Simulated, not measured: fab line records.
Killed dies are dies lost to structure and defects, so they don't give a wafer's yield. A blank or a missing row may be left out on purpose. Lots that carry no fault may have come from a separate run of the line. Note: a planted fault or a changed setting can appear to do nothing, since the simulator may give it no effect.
Check of tool commonality / flow nand harc / 39 wafers sampled across 13 lots

WHY IT WAS OPENED
Flagged at NHARC_P_GATE_INSPECT_68: reading raw defect count, on 2 of 13 lots. Wafers without a fault read 205, standard deviation 70.
Rule: a lot is flagged in two cases, either no wafer of it has a number, or all its wafers with numbers fall more than 4 standard deviations from that mean. The other lots count as sound.

lot=L274; measured=day 5 22:53; on=defect inspect-01; raw defect count, wafer by wafer=222 207 205; flag=
lot=L278; measured=day 6 23:28; on=defect inspect-02; raw defect count, wafer by wafer=186 192 170; flag=
lot=L277; measured=day 7 01:13; on=defect inspect-01; raw defect count, wafer by wafer=263 159 290; flag=
lot=L279; measured=day 7 10:07; on=defect inspect-01; raw defect count, wafer by wafer=208 134 147; flag=
lot=L280; measured=day 7 16:20; on=defect inspect-01; raw defect count, wafer by wafer=349 280 186; flag=
lot=L281; measured=day 7 16:58; on=defect inspect-01; raw defect count, wafer by wafer=223 247 137; flag=
lot=L282; measured=day 7 17:21; on=defect inspect-01; raw defect count, wafer by wafer=169 152 148; flag=
lot=L285; measured=day 8 15:15; on=defect inspect-02; raw defect count, wafer by wafer=198 198 324; flag=
lot=L284; measured=day 8 16:31; on=defect inspect-02; raw defect count, wafer by wafer=215 217 197; flag=
lot=L287; measured=day 9 04:28; on=defect inspect-01; raw defect count, wafer by wafer=1318 1388 1462; flag=FLAGGED
lot=L288; measured=day 9 21:17; on=defect inspect-02; raw defect count, wafer by wafer=1320 1323 1403; flag=FLAGGED
lot=L290; measured=day 10 00:26; on=defect inspect-01; raw defect count, wafer by wafer=138 282 143; flag=
lot=L295; measured=day 11 02:49; on=defect inspect-02; raw defect count, wafer by wafer=188 287 243; flag=
On average the flagged lots' numbers are 1369, which is +1164 against the usual, or +17 standard deviations.

EACH LOT AND THE TOOL IT RAN ON
4 process steps preceding the reading are held in the record, out of 1159 steps in the route. Cell contents, in order: the tool; ch with the chambers the sampled wafers went through; the start.
lot=L274; flag=; NHARC_P_GATE_PRECLEAN_99=wet bench-03 ch 1,4,7, day 5 15:28; NHARC_P_GATE_STRIP_75=plasma asher-02 ch 0,1, day 5 17:05; NHARC_P_GATE_STRIP_76=plasma asher-02 ch 0,1, day 5 18:52; NHARC_P_GATE_RTA_82=rtp anneal-02 ch 0, day 5 22:41
lot=L278; flag=; NHARC_P_GATE_PRECLEAN_99=wet bench-02 ch 2,5,7, day 6 15:55; NHARC_P_GATE_STRIP_75=plasma asher-02 ch 0,1, day 6 17:30; NHARC_P_GATE_STRIP_76=plasma asher-01 ch 1, day 6 19:26; NHARC_P_GATE_RTA_82=rtp anneal-01 ch 0, day 6 23:17
lot=L277; flag=; NHARC_P_GATE_PRECLEAN_99=wet bench-02 ch 1,4,7, day 6 16:33; NHARC_P_GATE_STRIP_75=plasma asher-01 ch 0,1, day 6 19:06; NHARC_P_GATE_STRIP_76=plasma asher-01 ch 0,1, day 6 20:48; NHARC_P_GATE_RTA_82=rtp anneal-01 ch 0, day 7 01:03
lot=L279; flag=; NHARC_P_GATE_PRECLEAN_99=wet bench-04 ch 0,4,5, day 7 02:40; NHARC_P_GATE_STRIP_75=plasma asher-02 ch 0,1, day 7 04:17; NHARC_P_GATE_STRIP_76=plasma asher-02 ch 0,1, day 7 05:55; NHARC_P_GATE_RTA_82=rtp anneal-02 ch 0, day 7 09:59
lot=L280; flag=; NHARC_P_GATE_PRECLEAN_99=wet bench-02 ch 1,5,6, day 7 09:00; NHARC_P_GATE_STRIP_75=plasma asher-01 ch 0,1, day 7 10:37; NHARC_P_GATE_STRIP_76=plasma asher-02 ch 0,1, day 7 12:18; NHARC_P_GATE_RTA_82=rtp anneal-01 ch 0, day 7 16:12
lot=L281; flag=; NHARC_P_GATE_PRECLEAN_99=wet bench-04 ch 2,3,5, day 7 09:32; NHARC_P_GATE_STRIP_75=plasma asher-01 ch 0,1, day 7 11:09; NHARC_P_GATE_STRIP_76=plasma asher-02 ch 0,1, day 7 12:53; NHARC_P_GATE_RTA_82=rtp anneal-01 ch 0, day 7 16:48
lot=L282; flag=; NHARC_P_GATE_PRECLEAN_99=wet bench-04 ch 1,3,4, day 7 09:47; NHARC_P_GATE_STRIP_75=plasma asher-01 ch 0,1, day 7 11:31; NHARC_P_GATE_STRIP_76=plasma asher-02 ch 0, day 7 13:17; NHARC_P_GATE_RTA_82=rtp anneal-02 ch 0, day 7 17:11
lot=L285; flag=; NHARC_P_GATE_PRECLEAN_99=wet bench-04 ch 0,3,7, day 8 07:52; NHARC_P_GATE_STRIP_75=plasma asher-02 ch 0,1, day 8 09:29; NHARC_P_GATE_STRIP_76=plasma asher-02 ch 0,1, day 8 11:08; NHARC_P_GATE_RTA_82=rtp anneal-01 ch 0, day 8 15:05
lot=L284; flag=; NHARC_P_GATE_PRECLEAN_99=wet bench-02 ch 1,3,5, day 8 09:01; NHARC_P_GATE_STRIP_75=plasma asher-01 ch 0,1, day 8 10:37; NHARC_P_GATE_STRIP_76=plasma asher-01 ch 0,1, day 8 12:23; NHARC_P_GATE_RTA_82=rtp anneal-02 ch 0, day 8 16:20
lot=L287; flag=FLAGGED; NHARC_P_GATE_PRECLEAN_99=wet bench-04 ch 1,3,6, day 8 21:16; NHARC_P_GATE_STRIP_75=plasma asher-01 ch 0,1, day 8 22:44; NHARC_P_GATE_STRIP_76=plasma asher-01 ch 0,1, day 9 00:28; NHARC_P_GATE_RTA_82=rtp anneal-02 ch 0, day 9 04:17
lot=L288; flag=FLAGGED; NHARC_P_GATE_PRECLEAN_99=wet bench-04 ch 1,2,7, day 9 13:35; NHARC_P_GATE_STRIP_75=plasma asher-01 ch 0,1, day 9 15:19; NHARC_P_GATE_STRIP_76=plasma asher-02 ch 0,1, day 9 17:05; NHARC_P_GATE_RTA_82=rtp anneal-01 ch 0, day 9 21:07
lot=L290; flag=; NHARC_P_GATE_PRECLEAN_99=wet bench-03 ch 3,4,5, day 9 17:01; NHARC_P_GATE_STRIP_75=plasma asher-01 ch 0,1, day 9 18:41; NHARC_P_GATE_STRIP_76=plasma asher-01 ch 0,1, day 9 20:16; NHARC_P_GATE_RTA_82=rtp anneal-01 ch 0, day 10 00:14
lot=L295; flag=; NHARC_P_GATE_PRECLEAN_99=wet bench-02 ch 0,1,3, day 10 19:34; NHARC_P_GATE_STRIP_75=plasma asher-01 ch 0,1, day 10 21:02; NHARC_P_GATE_STRIP_76=plasma asher-01 ch 0,1, day 10 22:49; NHARC_P_GATE_RTA_82=rtp anneal-02 ch 0, day 11 02:39
These steps, and what they do:
- NHARC_P_GATE_PRECLEAN_99: cleans in SC1.
- NHARC_P_GATE_STRIP_75: strips in O2.
- NHARC_P_GATE_STRIP_76: strips in O2.
- NHARC_P_GATE_RTA_82: time 30 s.
- NHARC_P_GATE_INSPECT_68

FLAGGED OVER TOTAL, TOOL BY TOOL (the gauges that took the reading come last)
step=NHARC_P_GATE_PRECLEAN_99; tool=wet bench-02; lots run=5; flagged=0; share of the flagged lots=none; sound lots run after its first flagged lot=-
step=NHARC_P_GATE_PRECLEAN_99; tool=wet bench-03; lots run=2; flagged=0; share of the flagged lots=none; sound lots run after its first flagged lot=-
step=NHARC_P_GATE_PRECLEAN_99; tool=wet bench-04; lots run=6; flagged=2; share of the flagged lots=all; sound lots run after its first flagged lot=0
step=NHARC_P_GATE_STRIP_75; tool=plasma asher-01; lots run=9; flagged=2; share of the flagged lots=all; sound lots run after its first flagged lot=2 (L290,L295)
step=NHARC_P_GATE_STRIP_75; tool=plasma asher-02; lots run=4; flagged=0; share of the flagged lots=none; sound lots run after its first flagged lot=-
step=NHARC_P_GATE_STRIP_76; tool=plasma asher-01; lots run=6; flagged=1; share of the flagged lots=some; sound lots run after its first flagged lot=2 (L290,L295)
step=NHARC_P_GATE_STRIP_76; tool=plasma asher-02; lots run=7; flagged=1; share of the flagged lots=some; sound lots run after its first flagged lot=0
step=NHARC_P_GATE_RTA_82; tool=rtp anneal-01; lots run=7; flagged=1; share of the flagged lots=some; sound lots run after its first flagged lot=1 (L290)
step=NHARC_P_GATE_RTA_82; tool=rtp anneal-02; lots run=6; flagged=1; share of the flagged lots=some; sound lots run after its first flagged lot=1 (L295)
step=NHARC_P_GATE_INSPECT_68; tool=defect inspect-01; lots run=8; flagged=1; share of the flagged lots=some; sound lots run after its first flagged lot=1 (L290)
step=NHARC_P_GATE_INSPECT_68; tool=defect inspect-02; lots run=5; flagged=1; share of the flagged lots=some; sound lots run after its first flagged lot=1 (L295)

THE TABLE: WHAT IT ALLOWS
Every flagged lot went through 2 rows of the table: wet bench-04 at NHARC_P_GATE_PRECLEAN_99 and plasma asher-01 at NHARC_P_GATE_STRIP_75.
- wet bench-04 at NHARC_P_GATE_PRECLEAN_99 ran 6 lots, 2 of them flagged. It ran its last sound lot, L285, at day 8 07:52 and its first flagged lot, L287, at day 8 21:16: a fault with its onset between the two fits.
- plasma asher-01 at NHARC_P_GATE_STRIP_75 ran 9 lots, 2 of them flagged. Sound lots ran on it after the first flagged one (L290, L295), which a lasting fault on the whole tool wouldn't allow.
One tool is left: wet bench-04 at NHARC_P_GATE_PRECLEAN_99.

WHAT HAD BEEN PUT IN BY THE SIMULATOR
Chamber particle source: wet bench-04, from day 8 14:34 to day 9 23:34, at NHARC_P_GATE_PRECLEAN_99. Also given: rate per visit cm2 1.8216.
Struck lots among those shown: L287, L288. The rule above found the same.
